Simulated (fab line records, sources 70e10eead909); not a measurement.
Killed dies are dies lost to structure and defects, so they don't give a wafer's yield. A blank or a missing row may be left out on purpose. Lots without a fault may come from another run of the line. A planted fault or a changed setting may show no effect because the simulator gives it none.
fab line records | flow nand_harc
record lots=12 wafers=36 last_day=24
route steps=1159 shown A_CHANNEL_FILL_D1@499 THIN_TSV@1150 END@1159
lots that met no fault: from a run of the same line without faults
start_h: hours from the record's first day to the start of the lot's first wafer shown | wait_h: hours since the lot's step before | " the same as in the row above | L1.1+2: a row that stands for several wafers | - no value, or no start given | * or withheld: withheld | < > ~ a bound
route shown NAME@n: a module of which the file shows steps, and the number in the route of the first | usual: mean/standard deviation of fault-free wafers | same: alike in all rows | chamber/n: place in a boat | sites: the reading at each site | _std_site: their standard deviation | _edge_site: outer sites' mean less inner sites' | radius_mm: how far each site lies from the wafer's centre | mask NAME#n: copy n | behind: the tool/chamber that last shaped the wafer | hold: why the lot was held/for how many hours/how that ended | device: the transistor (n, p or np) that didn't switch | end of line: the same wafers' tests at the end of the route | a step without rows: its recipe alone | killed: dies lost to structure and defects at the first sort, not the wafer's yield | map: a wafer's dies, x killed, . not, _ none there
set.NAME: the setting as run; set.NAME@STEP: as run at that earlier step | model.NAME: the simulator's own value behind a step, which no gauge read
steps of the route over a sample of lots; a table a step, a row a wafer
services: from which hour (start_h, from the record's first day; less than 0 if before it) a tool's chamber was out of use, for how many hours, and why
## steps
# step NHARC_A_CHANNEL_FILL_D1_ETCHBACK_19
# recipe target_depth_a=50 time_s=1.7 hbr_flow_sccm=150 cl2_flow_sccm=50 rf_w=400 icp_w=400 bias_w=100 chemistry=HBr/Cl2
# usual drypump_motor_current_A=5.6/0.33 hbr_flow_sccm=150.0/0.47 oes_product_au=1.003/0.01 throttle_valve_pct=26.406/0.0089
# columns lot.wafer tool chamber start_h wait_h drypump_motor_current_A hbr_flow_sccm oes_product_au rf_hours_counter_h throttle_valve_pct
L773.3 rie_si-04 2 215.39 0.4 5.6 150.2 1.012 1.0 26.403
L773.2 " 3 " " 6.1 149.8 1.002 1.1 26.417
L773.1 " 1 " " 5.2 149.8 1.004 1.0 26.402
L772.1 rie_si-03 0 215.40 0.4 5.8 150.0 1.009 0.3 26.412
L772.3 " 1 " " 6.0 149.7 1.002 0.3 26.394
L772.2 " 2 " " 5.3 149.7 0.984 0.4 26.414
L775.3 rie_si-04 3 219.78 0.4 6.1 150.4 0.988 1.1 26.410
L775.1 " 0 " " 5.2 150.4 1.006 1.2 26.393
L775.6 " 2 " " 5.6 149.3 1.017 - 26.407
L777.1 rie_si-04 2 224.40 0.4 5.6 150.2 1.021 1.2 26.412
L777.2 " 3 " " 6.1 150.1 1.001 1.2 26.405
L777.6 " 2 " " 5.6 149.9 1.026 - 26.404
L774.4 rie_si-03 0 224.42 0.4 5.8 149.3 1.002 0.5 26.427
L774.1 " 1 " " 5.9 150.0 0.997 0.5 26.416
L774.6 " 3 " " 6.3 151.4 1.004 - 26.409
L776.3 rie_si-02 0 229.56 0.4 5.6 150.2 0.988 0.1 26.415
L776.1 " 1 " " 5.7 149.3 0.990 0.1 26.413
L776.6 " 1 " " 5.8 149.0 0.989 - 26.405
L781.1 rie_si-02 2 256.62 0.4 5.4 149.2 1.003 0.2 26.405
L781.3 " 0 " " 5.5 149.2 1.001 0.4 26.421
L781.4 " 1 " " 5.7 150.3 0.995 0.3 26.395
L780.3 rie_si-02 1 262.27 0.4 5.7 149.9 0.999 0.4 26.396
L780.1 " 3 " " 5.6 149.5 1.011 0.3 26.417
L780.5 " 2 " " 5.3 150.6 1.005 - 26.413
L782.2 rie_si-04 0 266.73 0.4 5.2 149.8 1.013 1.6 26.400
L782.4 " 2 " " 5.6 150.3 1.017 1.5 26.417
L782.3 " 3 " " 6.1 149.5 0.999 1.5 26.400
L785.4 rie_si-02 1 287.38 0.4 5.7 149.1 0.988 0.6 26.404
L785.5 " 0 " " 5.5 150.1 1.004 - 26.424
L785.6 " 1 " " 5.7 149.3 0.984 - 26.407
L786.2 rie_si-03 3 298.24 0.4 6.2 149.4 1.003 1.4 26.391
L786.1 " 0 " " 5.8 150.5 1.008 1.2 26.417
L786.4 " 1 " " 6.0 150.3 0.995 1.1 26.393
L793.1 rie_si-04 1 330.69 0.4 5.2 150.3 1.015 0.3 26.393
L793.2 " 3 " " 6.1 151.0 1.016 0.2 26.404
L793.4 " 0 " " 5.3 150.6 1.011 0.3 26.403
# step NHARC_THIN_TSV_DESCUM_35
# recipe time_s=3 o2_flow_sccm=200 ar_flow_sccm=0 bias_power_w=0 chemistry=O2
# usual drypump_motor_current_A=5.8/0.39 o2_flow_sccm=200.0/0.6 oes_product_au=0.997/0.0085 rf_vpp_V=57.6/0.93 showerhead_plenum_p_Torr=1.89/0.092 throttle_valve_pct=11.312/0.0086
# columns lot.wafer tool chamber start_h wait_h drypump_motor_current_A o2_flow_sccm oes_product_au rf_hours_counter_h rf_vpp_V showerhead_plenum_p_Torr throttle_valve_pct
L772.3 rie_diel-11 2 427.61 - 6.1 200.3 1.007 5 58.6 1.97 11.303
L772.2 " 0 " " 5.4 199.8 0.979 6 58.7 1.99 11.310
L772.1 " 1 " " 6.3 199.4 1.001 5 57.7 1.83 11.325
L773.2 rie_diel-11 0 433.95 - 5.4 200.0 0.977 7 57.6 1.99 11.297
L773.1 " 1 " " 6.3 200.4 0.995 6 58.2 1.83 11.312
L773.3 " 3 " " 5.9 199.8 0.994 7 56.5 1.84 11.321
L777.1 rie_diel-04 1 439.16 - 5.4 199.3 1.019 11 58.0 2.01 11.307
L777.2 " 3 " " 5.9 199.9 0.988 10 57.9 1.83 11.309
L777.6 " 1 " " 5.4 199.6 1.002 - 57.2 2.02 11.310
L775.3 rie_diel-04 3 440.45 - 5.9 199.7 0.997 10 57.9 1.83 11.311
L775.1 " 2 " " 5.9 200.0 0.981 11 57.2 1.79 11.309
L775.6 " 3 " " 5.9 200.0 0.987 - 56.5 1.83 11.302
L776.3 rie_diel-07 3 441.48 - 6.6 200.2 1.012 2 57.0 1.78 11.307
L776.1 " 2 " " 5.1 200.5 1.000 3 58.1 2.03 11.304
L776.6 " 3 " " 6.6 199.4 1.003 - 57.6 1.78 11.323
L774.1 rie_diel-04 0 445.75 - 5.7 199.2 1.003 11 57.0 1.83 11.328
L774.4 " 1 " " 5.4 199.4 1.004 11 59.1 2.02 11.318
L774.6 " 0 " " 5.7 199.6 1.000 - 56.9 1.83 11.313
L781.4 rie_diel-11 3 468.03 - 6.0 200.6 0.987 12 58.2 1.84 11.317
L781.3 " 1 " " 6.3 199.9 1.001 10 55.1 1.83 11.326
L781.1 " 2 " " 6.1 200.8 0.993 10 58.2 1.96 11.310
L780.3 rie_diel-04 0 487.66 - 5.6 199.1 1.010 1 56.4 1.83 11.328
L780.1 " 2 " " 6.0 199.7 1.002 1 58.2 1.79 11.305
L780.5 " 3 " " 5.9 200.4 1.007 - 55.4 1.83 11.313
L782.2 rie_diel-07 2 488.58 - 5.1 200.8 1.009 4 58.2 2.03 11.311
L782.4 " 0 " " 5.6 199.9 1.004 5 57.9 2.04 11.320
L782.3 " 1 " " 5.7 198.3 0.994 5 56.7 1.87 11.310
L785.4 rie_diel-07 2 503.67 - 5.1 200.3 1.007 6 58.2 2.03 11.311
L785.6 " 2 " " 5.1 200.2 1.004 - 59.1 2.03 11.317
L785.5 " 3 " " 6.6 200.0 1.001 - 57.3 1.78 11.305
L786.2 rie_diel-07 0 533.24 - 5.6 200.2 1.002 7 58.8 2.04 11.312
L786.4 " 2 " " 5.1 200.4 1.002 7 59.4 2.03 11.312
L786.1 " 3 " " 6.6 199.9 0.993 7 57.4 1.78 11.326
L793.4 rie_diel-04 1 559.16 - 5.4 199.6 0.996 7 58.6 2.01 11.306
L793.1 " 3 " " 5.9 198.7 0.998 7 59.0 1.83 11.323
L793.2 " 0 " " 5.6 199.5 1.002 6 57.2 1.83 11.313
# step NHARC_THIN_TSV_ETCH_59
# recipe target_depth_a=8800 icp_w=900 bias_w=100 Cl2_flow_sccm=60 bcl3_flow_sccm=30 time_s=138.1 chemistry=Cl2/BCl3
# usual drypump_motor_current_A=5.8/0.39 oes_product_au=1.000/0.0098 throttle_valve_pct=22.264/0.0096
# columns lot.wafer tool chamber start_h wait_h drypump_motor_current_A oes_product_au rf_hours_counter_h throttle_valve_pct
L772.2 rie_metal-03 0 427.74 0.1 5.6 1.000 4.1 22.248
L772.1 " 1 " " 6.0 0.991 4.1 22.286
L772.3 " 0 " " 5.6 1.002 - 22.268
L773.2 rie_metal-01 1 434.07 0.1 6.0 1.006 2.7 22.281
L773.1 " 0 " " 6.0 1.023 2.7 22.265
L773.3 " 0 " " 6.0 1.021 - 22.262
L777.1 rie_metal-02 0 439.28 0.1 5.3 0.992 1.2 22.278
L777.2 " 1 " " 4.9 1.004 1.2 22.263
L777.6 " 1 " " 4.9 0.996 - 22.264
L775.1 rie_metal-01 0 440.58 0.1 6.0 1.010 2.9 22.268
L775.3 " 0 " " 6.0 1.014 - 22.259
L775.6 " 0 " " 6.0 1.016 - 22.278
L776.1 rie_metal-02 1 441.61 0.1 4.9 1.000 1.4 22.269
L776.3 " 0 " " 5.3 1.007 - 22.253
L776.6 " 1 " " 4.9 0.996 - 22.248
L774.1 rie_metal-01 0 445.90 0.1 6.0 1.020 3.4 22.266
L774.4 " 0 " " 6.0 1.022 - 22.248
L774.6 " 0 " " 6.0 1.015 - 22.251
L781.1 rie_metal-03 0 468.20 0.1 5.6 0.997 0.1 22.259
L781.4 " 1 " " 6.0 0.990 - 22.278
L781.3 " 0 " " 5.6 1.000 - 22.265
L780.1 rie_metal-01 1 487.78 0.1 6.0 1.010 4.4 22.259
L780.3 " 1 " " 6.0 1.003 - 22.264
L780.5 " 0 " " 6.0 1.021 - 22.256
L782.2 rie_metal-03 0 488.75 0.2 5.6 1.000 0.7 22.245
L782.4 " 1 " " 6.0 0.976 - 22.262
L782.3 " 0 " " 5.6 1.006 - 22.259
L785.4 rie_metal-02 0 503.91 0.2 5.3 0.995 - 22.271
L785.5 " 1 " " 4.9 0.994 - 22.260
L785.6 " 0 " " 5.3 0.991 - 22.254
L786.2 rie_metal-01 1 533.37 0.1 6.0 0.991 0.3 22.266
L786.1 " 0 " " 6.0 1.008 0.3 22.274
L786.4 " 0 " " 6.0 1.006 - 22.247
L793.2 rie_metal-01 0 559.29 0.1 6.0 1.002 1.1 22.276
L793.1 " 1 " " 6.0 1.006 1.1 22.274
L793.4 " 0 " " 6.0 1.002 - 22.258
# step NHARC_THIN_TSV_STRIP_56
# recipe power_w=1500 temp_c=250 chemistry=O2
# usual drypump_motor_current_A=5.56/0.29 heater_power_w=346/32
# columns lot.wafer tool chamber start_h wait_h drypump_motor_current_A heater_power_w rf_hours_counter_h
L772.1 plasma_asher-01 0 428.10 0.1 5.50 380 49
L772.2 " 1 " " 5.21 368 49
L772.3 " 0 " " 5.46 369 -
L773.1 plasma_asher-01 1 434.43 0.1 5.21 383 50
L773.2 " 0 " " 5.46 376 50
L773.3 " 0 " " 5.44 374 -
L777.1 plasma_asher-02 0 439.63 0.1 5.92 311 25
L777.2 " 1 " " 5.88 314 25
L777.6 " 0 " " 5.89 306 -
L775.1 plasma_asher-01 0 440.94 0.1 5.46 383 53
L775.3 " 1 " " 5.21 372 -
L775.6 " 1 " " 5.18 376 -
L776.1 plasma_asher-02 1 441.96 0.1 5.90 321 26
L776.3 " 1 " " 5.88 313 -
L776.6 " 0 " " 5.87 298 -
L774.1 plasma_asher-01 0 446.23 0.1 5.47 367 55
L774.4 " 1 " " 5.21 373 -
L774.6 " 1 " " 5.23 365 -
L781.1 plasma_asher-02 0 468.56 0.1 5.85 300 38
L781.3 " 0 " " 5.86 300 -
L781.4 " 1 " " 5.88 317 -
L780.1 plasma_asher-01 0 488.13 0.1 5.47 355 11
L780.3 " 0 " " 5.50 365 -
L780.5 " 1 " " 5.20 381 -
L782.2 plasma_asher-02 1 489.07 0.1 5.89 319 42
L782.3 " 1 " " 5.89 319 -
L782.4 " 0 " " 5.88 303 -
L785.4 plasma_asher-02 1 504.25 0.2 5.88 323 -
L785.5 " 1 " " 5.87 319 -
L785.6 " 0 " " 5.89 310 -
L786.1 plasma_asher-01 1 533.73 0.1 5.21 372 23
L786.2 " 0 " " 5.49 369 23
L786.4 " 0 " " 5.48 379 -
L793.2 plasma_asher-02 1 559.65 0.1 5.89 319 5
L793.1 " 0 " " 5.85 278 5
L793.4 " 0 " " 5.86 290 -
# step NHARC_END_SORT_01
# recipe temp_c=25
# usual killed_at_array=25/9.2 killed_at_other=0.9/1.3 killed_at_periphery=3.3/2.3 killed_dies=29/9.6 killed_open=3.2/1.8 killed_short=2/1.4
# same gross_dies=677
# columns lot.wafer tool chamber start_h wait_h killed_at_array killed_at_other killed_at_periphery killed_dies killed_open killed_short
L772.1 prober-02 0 435.61 2.5 19 0 3 22 0 5
L772.2 prober-02 0 436.40 2.8 17 3 7 27 2 3
L772.3 prober-02 0 437.19 3.1 12 0 9 21 1 1
L773.1 prober-01 0 443.28 2.5 39 0 3 42 5 5
L773.2 prober-01 0 444.09 2.8 27 0 0 27 1 2
L773.3 prober-01 0 444.90 3.1 25 1 0 26 2 1
L777.1 prober-02 0 447.95 2.5 20 1 2 23 6 1
L777.2 prober-02 0 448.76 2.8 16 1 1 18 2 2
L777.6 prober-02 0 451.98 4.0 17 1 4 22 7 3
L776.1 prober-01 0 451.13 2.5 22 3 5 30 2 5
L776.3 prober-01 0 452.75 3.1 25 1 1 27 1 2
L776.6 prober-01 0 455.20 4.1 27 1 5 33 6 4
L775.1 prober-02 0 455.77 2.5 18 0 3 21 1 2
L775.3 prober-02 0 457.36 3.1 15 0 1 16 0 0
L775.6 prober-02 0 459.75 4.0 18 0 5 23 3 3
L774.1 prober-01 0 459.03 2.5 31 0 3 34 2 4
L774.4 prober-01 0 461.39 3.4 22 1 8 31 6 1
L774.6 prober-01 0 462.97 3.9 30 0 4 34 3 2
L781.1 prober-02 0 478.13 2.6 50 3 5 58 7 1
L781.3 prober-02 0 479.72 3.1 36 1 3 40 4 0
L781.4 prober-02 0 480.52 3.4 28 2 3 33 1 3
L780.1 prober-01 0 497.84 2.5 23 1 5 29 4 3
L780.3 prober-01 0 499.45 3.1 24 0 7 31 6 2
L780.5 prober-01 0 501.06 3.7 21 0 1 22 3 1
L782.2 prober-02 0 498.64 2.8 29 1 3 33 4 3
L782.3 prober-02 0 499.42 3.1 23 1 3 27 2 1
L782.4 prober-02 0 500.21 3.4 23 0 2 25 4 1
L785.4 prober-01 0 514.67 3.4 107 0 3 110 6 2
L785.5 prober-01 0 515.48 3.7 21 0 1 22 3 3
L785.6 prober-01 0 516.29 4.1 110 0 1 111 3 0
L786.1 prober-02 0 542.04 2.5 24 2 1 27 3 5
L786.2 prober-02 0 542.82 2.8 22 2 1 25 0 2
L786.4 prober-02 0 544.38 3.3 27 5 1 33 4 5
L793.1 prober-02 0 575.00 2.5 39 0 5 44 2 1
L793.2 prober-02 0 575.80 2.8 43 1 6 50 4 1
L793.4 prober-02 0 577.40 3.4 38 1 3 42 1 0
# killed by level:class
L772.1 A_CHANNEL_FILL_D1:chamber_film_flake=4 A_WL_FILL:geometric_particle:short=2 P_STI:chamber_film_flake=2 A_STAIRCASE:chamber_film_flake=2 A_SLIT:chamber_film_flake=2 A_WL_FILL:chamber_film_flake=2 A_SOURCE_PLATE:geometric_particle:short=1 A_ONON_D1:geometric_particle:short=1
L772.2 P_STI:chamber_film_flake=4 A_CHANNEL_HOLE_D1:chamber_film_flake=3 A_WL_FILL:chamber_film_flake=3 THIN_TSV:chamber_film_flake=3 A_CHANNEL_FILL_D1:geometric_particle:short=2 A_M0:geometric_particle:open=2 A_CHANNEL_FILL_D1:chamber_film_flake=2 A_STAIRCASE:chamber_film_flake=2
L772.3 A_CHANNEL_FILL_D1:chamber_film_flake=5 P_STI:chamber_film_flake=4 P_M0:chamber_film_flake=2 A_STAIRCASE:chamber_film_flake=2 P_CONTACT:geometric_particle:open=1 A_CONTACT:geometric_particle:short=1 P_ZERO_WELL:chamber_film_flake=1 P_GATE:chamber_film_flake=1
L773.1 A_CHANNEL_HOLE_D1:chamber_film_flake=14 A_SLIT:chamber_film_flake=9 A_WL_FILL:chamber_film_flake=4 A_CONTACT:chamber_film_flake=3 P_CONTACT:geometric_particle:open=2 A_CHANNEL_FILL_D1:geometric_particle:short=2 A_WL_FILL:geometric_particle:short=2 A_CHANNEL_FILL_D1:geometric_particle:open=1
L773.2 A_CHANNEL_HOLE_D1:chamber_film_flake=7 A_SLIT:chamber_film_flake=5 A_WL_FILL:chamber_film_flake=5 A_CONTACT:chamber_film_flake=5 A_STAIRCASE:chamber_film_flake=2 A_CHANNEL_HOLE_D1:geometric_particle:short=1 A_CHANNEL_FILL_D1:geometric_particle:short=1 A_CONTACT:geometric_particle:open=1
L773.3 A_CHANNEL_HOLE_D1:chamber_film_flake=11 A_SLIT:chamber_film_flake=5 A_STAIRCASE:chamber_film_flake=4 A_WL_FILL:chamber_film_flake=2 A_ONON_D1:geometric_particle:short=1 A_CHANNEL_FILL_D1:geometric_particle:open=1 A_BLC:geometric_particle:open=1 THIN_TSV:chamber_film_flake=1
L777.1 A_STAIRCASE:chamber_film_flake=5 A_CONTACT:chamber_film_flake=4 A_CHANNEL_HOLE_D1:chamber_film_flake=3 A_CONTACT:geometric_particle:open=2 P_ZERO_WELL:chamber_film_flake=2 A_ONON_D1:geometric_particle:open=1 A_CHANNEL_FILL_D1:geometric_particle:short=1 A_BLC:geometric_particle:open=1
L777.2 A_STAIRCASE:chamber_film_flake=5 A_CHANNEL_HOLE_D1:chamber_film_flake=3 A_CONTACT:chamber_film_flake=3 A_CHANNEL_FILL_D1:chamber_film_flake=2 P_CONTACT:geometric_particle:open=1 A_ONON_D1:geometric_particle:open=1 A_WL_FILL:geometric_particle:short=1 A_CONTACT:geometric_particle:short=1
L776.1 A_CHANNEL_HOLE_D1:chamber_film_flake=9 A_SLIT:chamber_film_flake=4 A_STAIRCASE:chamber_film_flake=3 THIN_TSV:chamber_film_flake=3 A_CONTACT:geometric_particle:open=2 P_STI:chamber_film_flake=2 P_STI:geometric_particle:short=1 P_M0:geometric_particle:short=1
L777.6 A_CONTACT:chamber_film_flake=4 A_CONTACT:geometric_particle:open=2 P_ZERO_WELL:chamber_film_flake=2 A_STAIRCASE:chamber_film_flake=2 P_M1:geometric_particle:open=1 A_ONON_D1:geometric_particle:open=1 A_CHANNEL_FILL_D1:geometric_particle:open=1 A_SGD_CUT:geometric_particle:open=1
L776.3 A_SLIT:chamber_film_flake=9 A_CHANNEL_HOLE_D1:chamber_film_flake=8 A_STAIRCASE:chamber_film_flake=3 A_CONTACT:chamber_film_flake=2 P_GATE:geometric_particle:open=1 A_WL_FILL:geometric_particle:short=1 STARTING-WAFER:geometric_particle:short=1 A_ZERO_WELL:chamber_film_flake=1
L776.6 A_SLIT:chamber_film_flake=7 A_CHANNEL_HOLE_D1:chamber_film_flake=5 A_STAIRCASE:chamber_film_flake=4 A_CHANNEL_FILL_D1:geometric_particle:short=3 A_WL_FILL:chamber_film_flake=2 P_STI:chamber_film_flake=2 A_ZERO_WELL:chamber_film_flake=2 P_CONTACT:geometric_particle:open=1
L775.1 A_SLIT:chamber_film_flake=5 A_CHANNEL_HOLE_D1:chamber_film_flake=4 A_CONTACT:chamber_film_flake=4 A_STAIRCASE:chamber_film_flake=3 P_CONTACT:chamber_film_flake=2 P_CONTACT:geometric_particle:open=1 A_ONON_D1:geometric_particle:short=1 A_CONTACT:geometric_particle:short=1
L775.3 A_STAIRCASE:chamber_film_flake=4 A_SLIT:chamber_film_flake=4 A_WL_FILL:chamber_film_flake=3 A_CONTACT:chamber_film_flake=3 P_CONTACT:chamber_film_flake=1 A_CHANNEL_HOLE_D1:chamber_film_flake=1
L774.1 A_CONTACT:chamber_film_flake=12 A_CHANNEL_HOLE_D1:chamber_film_flake=8 A_STAIRCASE:chamber_film_flake=2 A_SLIT:chamber_film_flake=2 A_WL_FILL:chamber_film_flake=2 P_M0:geometric_particle:open=1 A_CHANNEL_HOLE_D1:geometric_particle:short=1 A_CHANNEL_FILL_D1:geometric_particle:short=1
L775.6 A_STAIRCASE:chamber_film_flake=6 A_SLIT:chamber_film_flake=3 A_CONTACT:chamber_film_flake=3 P_GATE:chamber_film_flake=2 A_CHANNEL_FILL_D1:chamber_film_flake=2 P_STI:geometric_particle:short=1 P_M0:geometric_particle:short=1 P_M0:geometric_particle:open=1
L774.4 A_CHANNEL_HOLE_D1:chamber_film_flake=9 P_M1:chamber_film_flake=4 A_STAIRCASE:chamber_film_flake=4 A_CONTACT:chamber_film_flake=3 P_M2:geometric_particle:open=2 P_GATE:geometric_particle:open=1 A_CHANNEL_FILL_D1:geometric_particle:short=1 A_WL_FILL:geometric_particle:open=1
L774.6 A_CHANNEL_HOLE_D1:chamber_film_flake=13 A_CONTACT:chamber_film_flake=7 A_WL_FILL:chamber_film_flake=4 A_STAIRCASE:chamber_film_flake=3 P_CONTACT:geometric_particle:short=1 P_M2:geometric_particle:open=1 A_ONON_D1:geometric_particle:short=1 A_BLC:geometric_particle:open=1
L781.1 A_CHANNEL_HOLE_D1:chamber_film_flake=19 A_SLIT:chamber_film_flake=11 P_ZERO_WELL:chamber_film_flake=3 A_STAIRCASE:chamber_film_flake=3 A_WL_FILL:chamber_film_flake=3 A_M0:chamber_film_flake=3 A_ONON_D1:geometric_particle:open=2 A_SGD_CUT:chamber_film_flake=2
L781.3 A_CHANNEL_HOLE_D1:chamber_film_flake=12 A_SLIT:chamber_film_flake=10 A_M0:chamber_film_flake=3 P_ZERO_WELL:chamber_film_flake=2 A_STAIRCASE:chamber_film_flake=2 A_SGD_CUT:chamber_film_flake=2 A_WL_FILL:chamber_film_flake=2 A_CONTACT:chamber_film_flake=2
L781.4 A_CHANNEL_HOLE_D1:chamber_film_flake=7 A_SLIT:chamber_film_flake=5 A_CONTACT:chamber_film_flake=4 A_WL_FILL:geometric_particle:short=3 P_ZERO_WELL:chamber_film_flake=3 A_STAIRCASE:chamber_film_flake=3 A_WL_FILL:chamber_film_flake=3 THIN_TSV:chamber_film_flake=2
L780.1 A_SLIT:chamber_film_flake=9 A_STAIRCASE:chamber_film_flake=3 A_CONTACT:chamber_film_flake=3 P_CONTACT:geometric_particle:open=2 P_ZERO_WELL:chamber_film_flake=2 A_CHANNEL_HOLE_D1:chamber_film_flake=2 A_WL_FILL:chamber_film_flake=2 A_ONON_D1:geometric_particle:open=1
L782.2 A_CHANNEL_HOLE_D1:chamber_film_flake=11 A_STAIRCASE:chamber_film_flake=5 A_CONTACT:chamber_film_flake=4 A_SGD_CUT:chamber_film_flake=3 P_CONTACT:geometric_particle:open=1 P_M2:geometric_particle:short=1 A_ONON_D1:geometric_particle:short=1 A_CHANNEL_FILL_D1:geometric_particle:open=1
L782.3 A_CHANNEL_HOLE_D1:chamber_film_flake=12 A_SGD_CUT:chamber_film_flake=3 P_BONDPAD:chamber_film_flake=2 A_ZERO_WELL:chamber_film_flake=2 A_CONTACT:chamber_film_flake=2 A_CHANNEL_FILL_D1:geometric_particle:short=1 A_CONTACT:geometric_particle:open=1 A_BLC:geometric_particle:open=1
L780.3 A_SLIT:chamber_film_flake=9 A_WL_FILL:chamber_film_flake=6 P_ZERO_WELL:chamber_film_flake=3 A_ONON_D1:geometric_particle:short=2 A_CHANNEL_HOLE_D1:chamber_film_flake=2 P_STI:geometric_particle:open=1 P_GATE:geometric_particle:open=1 P_CONTACT:geometric_particle:open=1
L782.4 A_STAIRCASE:chamber_film_flake=6 A_CHANNEL_HOLE_D1:chamber_film_flake=5 A_SGD_CUT:chamber_film_flake=4 A_CONTACT:chamber_film_flake=3 P_CONTACT:geometric_particle:open=1 P_M0:geometric_particle:open=1 A_WL_FILL:geometric_particle:short=1 A_CONTACT:geometric_particle:open=1
L780.5 A_SLIT:chamber_film_flake=10 A_CONTACT:chamber_film_flake=3 A_CHANNEL_HOLE_D1:chamber_film_flake=2 A_STAIRCASE:chamber_film_flake=2 P_M0:geometric_particle:open=1 A_ONON_D1:geometric_particle:short=1 A_CHANNEL_FILL_D1:geometric_particle:open=1 A_CONTACT:geometric_particle:open=1
L785.4 A_CHANNEL_FILL_D1:unspecified=90 A_CONTACT:chamber_film_flake=8 A_STAIRCASE:chamber_film_flake=3 P_CONTACT:geometric_particle:open=2 A_CONTACT:geometric_particle:open=2 P_M0:geometric_particle:open=1 A_SGD_CUT:geometric_particle:short=1 A_BLC:geometric_particle:short=1
L785.5 A_STAIRCASE:chamber_film_flake=5 A_CHANNEL_HOLE_D1:chamber_film_flake=4 A_CONTACT:geometric_particle:open=3 A_CONTACT:chamber_film_flake=3 A_SGD_CUT:chamber_film_flake=2 A_WL_FILL:chamber_film_flake=2 P_M0:geometric_particle:short=1 A_CHANNEL_HOLE_D1:geometric_particle:short=1
L785.6 A_CHANNEL_FILL_D1:unspecified=91 A_CONTACT:chamber_film_flake=7 A_SGD_CUT:chamber_film_flake=4 A_CHANNEL_HOLE_D1:chamber_film_flake=3 A_STAIRCASE:chamber_film_flake=3 P_CONTACT:geometric_particle:open=1 A_ONON_D1:geometric_particle:open=1 A_CHANNEL_FILL_D1:geometric_particle:open=1
L786.1 A_STAIRCASE:chamber_film_flake=6 A_SLIT:chamber_film_flake=5 A_CONTACT:chamber_film_flake=3 A_CONTACT:geometric_particle:short=2 A_CHANNEL_HOLE_D1:chamber_film_flake=2 THIN_TSV:chamber_film_flake=2 P_M0:geometric_particle:open=1 A_CHANNEL_FILL_D1:geometric_particle:short=1
L786.2 A_STAIRCASE:chamber_film_flake=11 A_CHANNEL_HOLE_D1:chamber_film_flake=6 A_SLIT:chamber_film_flake=3 P_CONTACT:geometric_particle:short=1 STARTING-WAFER:geometric_particle:short=1 A_CONTACT:chamber_film_flake=1 A_M1:chamber_film_flake=1 THIN_TSV:chamber_film_flake=1
L786.4 A_STAIRCASE:chamber_film_flake=9 A_CHANNEL_HOLE_D1:chamber_film_flake=5 THIN_TSV:chamber_film_flake=5 A_WL_FILL:geometric_particle:short=4 A_SLIT:chamber_film_flake=4 A_ONON_D1:geometric_particle:open=2 P_M0:geometric_particle:open=1 A_M0:geometric_particle:short=1
L793.1 A_CHANNEL_HOLE_D1:chamber_film_flake=16 A_SLIT:chamber_film_flake=11 A_CONTACT:chamber_film_flake=8 P_M2:chamber_film_flake=4 A_ONON_D1:geometric_particle:open=1 A_CONTACT:geometric_particle:short=1 A_BLC:geometric_particle:open=1 P_GATE:chamber_film_flake=1
L793.2 A_CHANNEL_HOLE_D1:chamber_film_flake=19 A_SLIT:chamber_film_flake=15 A_CONTACT:chamber_film_flake=6 P_GATE:geometric_particle:open=2 P_M2:chamber_film_flake=2 P_GATE:geometric_particle:short=1 A_ONON_D1:geometric_particle:open=1 A_M0:geometric_particle:open=1
L793.4 A_SLIT:chamber_film_flake=14 A_CHANNEL_HOLE_D1:chamber_film_flake=11 A_CONTACT:chamber_film_flake=10 P_M2:chamber_film_flake=3 A_WL_FILL:chamber_film_flake=2 A_BLC:geometric_particle:open=1 THIN_TSV:chamber_film_flake=1
## services
# columns tool chamber start_h hours kind
rie_diel-07 1 191.99 3.7 repair
rie_metal-01 1 197.11 2.4 repair
rie_si-02 - 211.00 9.0 pm
rie_diel-07 - 228.20 9.0 pm
rie_diel-04 3 259.20 4.8 repair
rie_metal-01 - 260.86 0.7 repair
plasma_asher-02 - 265.54 3.1 repair
rie_si-04 - 276.00 9.0 pm
plasma_asher-01 - 276.14 9.0 pm
rie_diel-04 - 288.95 9.0 pm
rie_diel-04 3 323.33 6.3 repair
rie_metal-01 - 332.00 9.0 pm
plasma_asher-01 - 349.15 7.4 repair
plasma_asher-02 - 360.03 9.0 pm
rie_diel-04 0 403.57 8.0 repair
rie_si-04 - 453.00 9.0 pm
plasma_asher-01 - 453.14 9.0 pm
plasma_asher-02 - 465.39 0.8 repair
rie_diel-04 - 465.95 9.0 pm
plasma_asher-02 - 468.85 7.8 repair
plasma_asher-02 - 476.75 1.5 repair
plasma_asher-01 - 502.44 7.2 repair
rie_metal-01 - 509.00 9.0 pm
plasma_asher-02 - 537.03 9.0 pm
## key
first_sign step=NHARC_END_SORT_01 reading=killed_at_array direction=up sigmas=9 usual=25 struck=108
effect step=NHARC_END_SORT_01 reading=killed_dies direction=up sigmas=8.4 usual=29 struck=110
more_kills_born_at NHARC_A_CHANNEL_FILL_D1_ETCHBACK_19@rie_si-02=180
met_at NHARC_A_CHANNEL_FILL_D1_ETCHBACK_19
struck_lots L785
struck_wafers L785.4,L785.6
tester_left_out L785
not_acting_at NHARC_THIN_TSV_DESCUM_35,NHARC_THIN_TSV_ETCH_59,NHARC_THIN_TSV_STRIP_56
onset_between 262.27 287.38
fault kind=chamber_particle_source tool=rie_si-02 chamber=1 onset_h=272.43 steps=NHARC_A_CHANNEL_FILL_D1_ETCHBACK_19 rate_per_visit_cm2=1.3185 end_h=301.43
# tester_left_out: of these lots the tester's yield and bins aren't shown, on N5 and GAA mostly nor the transistor test; their killed dies are dies lost to structure and defects alone, not to doping, threshold or leakage, so they don't give the yield
